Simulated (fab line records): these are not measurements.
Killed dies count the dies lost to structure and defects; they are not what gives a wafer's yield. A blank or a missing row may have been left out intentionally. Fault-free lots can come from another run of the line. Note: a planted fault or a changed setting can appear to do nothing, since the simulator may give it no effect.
fab line records	flow n5Finfet
record lots=5	wafers=13	lastDay=17
route steps=1938 shown FIN_SAQP@135 FIN_CUT@154 STI_FIN_REVEAL@196
lots untouched by any fault: they come from a run of this same line in which no faults occurred
startH: hours from the record's first day to the start of the lot's first wafer shown	waitH: hours since the lot's step before	" identical to the entry in the row above	L1.1+2: a row that stands for several wafers	- no value, or no start was given	* or withheld: withheld	< > ~ a bound
route shown NAME@n: names a module that has steps shown in the file, with the first one's number in the route	usual: mean and standard deviation over wafers with no fault	same: alike in all rows	chamber/n: place in a boat	sites: readings site by site	_std_site: the values' standard deviation	_edge_site: outer sites' mean less inner sites'	radiusMm: how far each site lies from the wafer's centre	mask NAME#n: copy n	behind: the tool/chamber that last shaped the wafer	hold: the reason the lot was held/the length of the hold in hours/how it ended	device: names the non-switching transistor (n, p or np)	end of line: the tests these same wafers got at the end of their route	for a step that has no rows: nothing shown but its recipe	killed: the dies lost at the first sort to structure and to defects; this is not the yield of the wafer	map: the dies of a wafer, with x for killed, . for not killed, _ for no die there
set.NAME: the setting the step ran with; set.NAME@STEP: the setting that earlier step ran with	model.NAME: the simulator's own value behind a step, which no gauge read
lots at selected steps of the route; one table per step, one row per wafer
services: the hour from which a tool's chamber was out of use, counted from the record's first day as startH (under 0 if before that day), plus the number of hours and why
## steps
# step N5_FIN_SAQP_ETCH_67
# recipe chemistry=CH3F/O2	target=SiNx	targetDepthA=300	maskMaterial=SOC	pressureMtorr=30	sourceW=395	biasW=73	Ar_flow_sccm=150	CH3F_flow_sccm=30	O2_flow_sccm=20	ionEnergyEv=120
# step N5_FIN_SAQP_STRIP_70
# recipe chemistry=N2/H2	powerW=500	tempC=40	pressureMtorr=50	rfFrequencyHz=6e+07	overashFraction=0.3	biasPowerW=28	h2Frac=0.5	n2FlowSccm=300	h2FlowSccm=300
# step N5_FIN_SAQP_RECESS_71
# recipe chemistry=HF/NH3	target=SiO2	targetDepthA=30	afsCycles=1	tempC=30	sublimationTempC=180	sublimationTimeS=60
# step N5_FIN_SAQP_SPACER2_ALD_28
# recipe material=SiO2	targetThkA=81	tempC=300	aldPrecursorFamily=BDEAS	aldCoReactant=O2-plasma	pulseTimeS=1	purgeTimeS=2	coReactantPurgeTimeS=2	pressureTorr=2
# step N5_FIN_SAQP_SPACER2_ETCHBACK_29
# recipe chemistry=CHF3/O2	mode=anisotropicEtchback	target=SiO2	targetDepthA=122	timeS=6.1	pressureMtorr=30	sourceW=650	biasW=170	Ar_flow_sccm=200	CHF3_flow_sccm=50	O2_flow_sccm=5	ionEnergyEv=200
# step N5_FIN_SAQP_MANDREL2_REMOVE_60
# recipe chemistry=HBr/Cl2/O2	btTimeS=10	target=a-Si	stopOn=SiNx	endpoint=OES-SiCl	overEtchFrac=1	icpW=600	biasW=22	HBr_flow_sccm=150	Cl2_flow_sccm=80	O2_flow_sccm=5	pressureMtorr=10
# step N5_FIN_SAQP_HM_OPEN_33
# recipe chemistry=CH3F/O2	target=SiNx	maskMaterial=SiO2	targetDepthA=494	timeS=70.6	pressureMtorr=30	sourceW=395	biasW=73	Ar_flow_sccm=150	CH3F_flow_sccm=30	O2_flow_sccm=20	ionEnergyEv=120	ends=cleared
# step N5_FIN_SAQP_ETCH_34
# recipe chemistry=C4F6/O2	target=SiO2	targetDepthA=450	timeS=15	ionEnergyEv=250	pressureMtorr=30	sourceW=345	biasW=185	Ar_flow_sccm=300	C4F6_flow_sccm=10	O2_flow_sccm=10	ends=cleared
# step N5_FIN_SAQP_STRIP_77
# recipe chemistry=N2/H2	timeS=90	powerW=100	tempC=40	pressureMtorr=100	rfFrequencyHz=6e+07	biasPowerW=3	n2FlowSccm=300	h2FlowSccm=300
# step N5_FIN_SAQP_ETCH_64
# recipe chemistry=CF4	target=SiO2	targetDepthA=15	ionEnergyEv=350	pressureMtorr=10	icpW=800	biasW=400	cf4FlowSccm=80
# step N5_FIN_SAQP_FIN_ETCH_36
# recipe chemistry=HBr/Cl2/O2	targetDepthA=1200	maskMaterial=SiNx	timeS=50.4	biasW=102	pressureMtorr=10	icpW=800	HBr_flow_sccm=150	Cl2_flow_sccm=80	O2_flow_sccm=12
# usual drypumpMotorCurrentA=5.7/0.45	oes_o_777_au=0.94/0.058	oesProductAu=0.987/0.023	throttleValvePct=36.1/0.3
lot.wafer	tool	chamber	startH	waitH	drypumpMotorCurrentA	oes_o_777_au	oesProductAu	rfHoursCounterH	throttleValvePct	model.FIN_SAQP.featureDepthNm	model.etch.depthNm	model.SiNx_of_FIN_SAQP_HM_DEP_03.thkNm
L520.3	rieSi-02	0	68.82	0.0	5.9	1.02	1.007	32	36.2	123	123	20
L520.5	"	3	"	"	6.5	1.07	1.019	-	35.9	122.2	122.2	21
L520.6	"	0	"	"	5.9	1.02	1.023	-	36.2	123.6	123.7	20.4
L527.2	rieSi-03	3	110.57	0.0	5.3	0.98	0.968	133	35.9	118.2	118.3	19.8
L527.3	"	0	"	"	5.9	0.96	0.960	121	36.5	114.8	114.8	21.2
L527.6	"	3	"	"	5.3	0.97	0.961	-	36.0	118	118	21.6
L530.4	rieSi-03	2	129.25	0.0	5.5	0.98	0.983	119	35.8	121	121	20.8
L530.6	"	1	"	"	5.0	0.85	0.751	-	36.9	77.2	77.22	26
L531.3	rieSi-03	3	135.05	0.0	5.3	0.97	0.952	134	36.0	116.2	116.1	21.8
L531.4	"	0	"	"	5.9	0.96	0.954	121	36.5	114.6	114.6	21.2
L531.6	"	0	"	"	5.9	0.96	0.744	-	36.9	77.8	77.83	25.8
L532.4	rieSi-03	3	139.94	0.0	5.3	0.97	0.959	134	36.0	115.8	115.7	22
L532.5	"	3	"	"	5.3	0.98	0.742	-	36.4	77.8	77.76	25.8
# step N5_FIN_SAQP_PRECLEAN_38
# recipe chemistry=O3/DIW	timeS=45	tempC=22	o3Ppm=10
# step N5_FIN_SAQP_PRECLEAN_45
# recipe chemistry=dHF	timeS=10	dilution=500:1	tempC=25
# step N5_FIN_SAQP_SRD_39
# recipe dry=ipaMarangoni	timeS=30	tempC=23	rinseLiquid=diw
# step N5_FIN_SAQP_OCD_MEAS_76
# usual trenchDepthNm=118/3
lot.wafer	tool	chamber	startH	waitH	trenchDepthNm
L520.3	ocd-01	-	69.05	0.0	123
L520.5	"	-	"	"	122
L520.6	"	-	"	"	124
L527.2	ocd-01	-	110.79	0.0	118
L527.3	"	-	"	"	115
L527.6	"	-	"	"	118
L530.4	ocd-01	-	129.47	0.0	121
L530.6	"	-	"	"	77
L531.3	ocd-01	-	135.27	0.0	116
L531.4	"	-	"	"	114
L531.6	"	-	"	"	78
L532.4	ocd-02	-	140.16	0.0	116
L532.5	"	-	"	"	78
# step N5_FIN_CUT_COAT_18
# recipe resist=SOC	tempC=250	timeS=60	spinRpm=1500	resistThkNm=230
# step N5_FIN_CUT_COAT_19
# recipe resist=SiARC	tempC=220	timeS=60	spinRpm=1500	resistThkNm=20
# step N5_FIN_CUT_COAT_29
# recipe resist=underlayer	tempC=205	timeS=60	spinRpm=1500	resistThkNm=10
# step N5_FIN_CUT_COAT_02
# recipe resist=CAR-EUV	spinRpm=1500	resistThkNm=30
# step N5_FIN_CUT_EBR_04
# recipe solvent=PGMEA	ebrWidthMm=1.5
# step N5_FIN_CUT_SOFTBAKE_03
# recipe tempC=110	timeS=60	resist=CAR-EUV
# step N5_FIN_CUT_EXPOSE_05
# recipe maskId=FIN_CUT	na=0.33	sourceShape=annular	sigmaInner=0.35	sigmaOuter=0.8	polarization=unpolarized	doseMj=45.75
# step N5_FIN_CUT_PEB_06
# recipe pebTempC=100	pebTimeS=60	resist=CAR-EUV
# step N5_FIN_CUT_DEVELOP_07
# recipe developTimeS=30	developer=TMAH	resist=CAR-EUV	rinseLiquid=surfactantRinse	dry=airSpin	devTempC=23
# step N5_FIN_CUT_DESCUM_13
# recipe chemistry=O2	timeS=7	sourcePowerW=50	biasPowerW=20	pressureMtorr=20	rfFrequencyHz=2.712e+07	tempC=40	resist=CAR-EUV	o2FlowSccm=225
# step N5_FIN_CUT_ETCH_30
# recipe chemistry=N2/H2	target=underlayer	targetDepthA=130	maskMaterial=CAR-EUV	timeS=10.4	ionEnergyEv=200	pressureMtorr=30	sourceW=840	biasW=150	n2FlowSccm=200	h2FlowSccm=200	ends=cleared
# step N5_FIN_CUT_ETCH_20
# recipe chemistry=CF4	target=SiARC	targetDepthA=260	maskMaterial=CAR-EUV	timeS=43.3	ionEnergyEv=80	pressureMtorr=40	sourceW=545	biasW=36	Ar_flow_sccm=100	cf4FlowSccm=100	ends=cleared
# step N5_FIN_CUT_ETCH_21
# recipe chemistry=N2/H2	target=SOC	targetDepthA=2190	overetchA=438	maskMaterial=SiARC	tempC=40	ionEnergyEv=100	biasW=61	timeS=523.5	pressureMtorr=30	sourceW=850	n2FlowSccm=200	h2FlowSccm=200
# step N5_FIN_CUT_STRIP_23
# recipe chemistry=N2/H2	tempC=40	n2FlowSccm=200	h2FlowSccm=200	rfFrequencyHz=6e+07
# step N5_FIN_CUT_STRIP_31
# recipe chemistry=N2/H2	tempC=40	n2FlowSccm=200	h2FlowSccm=200	rfFrequencyHz=6e+07
# step N5_FIN_CUT_STRIP_24
# recipe chemistry=CF4	resist=SiARC	powerW=300	biasPowerW=75	pressureMtorr=50	cf4FlowSccm=150	rfFrequencyHz=6e+07
# step N5_FIN_CUT_CUT_ETCH_26
# recipe chemistry=CH3F/O2	target=SiNx	targetDepthA=390	maskMaterial=SOC	timeS=55.7	pressureMtorr=30	sourceW=395	biasW=73	Ar_flow_sccm=150	CH3F_flow_sccm=30	O2_flow_sccm=20	ionEnergyEv=120
# step N5_FIN_CUT_CUT_ETCH_27
# recipe chemistry=CHF3/O2	target=SiO2	targetDepthA=40	maskMaterial=SOC	overetchA=20	timeS=4.9	pressureMtorr=30	sourceW=650	biasW=170	Ar_flow_sccm=200	CHF3_flow_sccm=50	O2_flow_sccm=5	ionEnergyEv=200
# step N5_FIN_CUT_PRECLEAN_35
# recipe timeS=13.3	tempC=45	pressureTorr=125	pHfTorr=3	pCoreactantTorr=25	chemistry=vHF
# step N5_FIN_CUT_CUT_ETCH_15
# recipe chemistry=HBr/Cl2/O2	target=Si	targetDepthA=1000	btTimeS=10	maskMaterial=SOC	timeS=42.4	ionEnergyEv=*	biasW=*	pressureMtorr=10	icpW=800	HBr_flow_sccm=150	Cl2_flow_sccm=80	O2_flow_sccm=12
# step N5_STI_FIN_REVEAL_RECESS_09
# recipe chemistry=HF/NH3	target=SiO2	afsCycles=11	targetDepthA=425	tempC=30	sublimationTempC=180	sublimationTimeS=60
# usual drypumpMotorCurrentA=6.16/0.18	sublimationTempC=180.00/0.15
lot.wafer	tool	chamber	startH	waitH	drypumpMotorCurrentA	sublimationTempC	model.SiNx_of_FIN_SAQP_HM_DEP_03.thkNm
L520.3	vaporEtch-02	1	77.61	0.6	6.41	179.75	17
L520.5	"	0	"	"	6.13	179.83	18
L520.6	"	1	"	"	6.41	180.09	17.4
L527.2	vaporEtch-01	1	119.08	0.0	6.16	180.06	16.8
L527.3	"	0	"	"	5.91	179.95	18.2
L527.6	"	0	"	"	5.97	179.87	18.8
L530.4	vaporEtch-02	1	137.58	0.6	6.42	180.08	17.8
L530.6	"	1	"	"	6.43	179.91	23.2
L531.3	vaporEtch-02	0	145.11	0.6	6.16	180.14	18.8
L531.4	"	1	"	"	6.44	180.15	18.4
L531.6	"	1	"	"	6.41	179.92	23
L532.4	vaporEtch-01	0	148.68	0.6	5.92	180.22	19
L532.5	"	1	"	"	6.17	179.93	23
## services
tool	chamber	startH	hours	kind
rieSi-02	-	65.70	2.8	pm
vaporEtch-01	-	89.86	2.1	repair
rieSi-03	1	94.00	6.1	repair
rieSi-03	2	107.29	3.7	repair
rieSi-02	1	141.54	4.6	repair
## key
firstSign step=N5_FIN_SAQP_FIN_ETCH_36	reading=oesProductAu	direction=down	sigmas=11	usual=0.987	struck=0.746
effect step=N5_FIN_SAQP_OCD_MEAS_76	reading=trenchDepthNm	direction=down	sigmas=14	usual=118	struck=77
modelEffect step=N5_FIN_SAQP_FIN_ETCH_36	value=FIN_SAQP.featureDepthNm	without=114.7	struck=77.6
modelEffect step=N5_STI_FIN_REVEAL_RECESS_09	value=SiNx_of_FIN_SAQP_HM_DEP_03.thkNm	without=19.47	struck=23.07
metAt N5_FIN_SAQP_FIN_ETCH_36
struckWafers L530.6,L531.6,L532.5
testerLeftOut L530,L531,L532
onsetBetween 110.57 129.25
fault kind=processParameterDrift	tool=rieSi-03	chamber=-	onsetH=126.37	steps=N5_FIN_SAQP_FIN_ETCH_36	channel=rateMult	offset=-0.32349	shape=step	endH=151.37	scope=struckWafersOnly
# testerLeftOut: of these lots the tester's yield and bins aren't shown, on N5 and GAA mostly nor the transistor test; their killed dies are dies lost to structure and defects alone, not to doping, threshold or leakage, so they don't give the yield
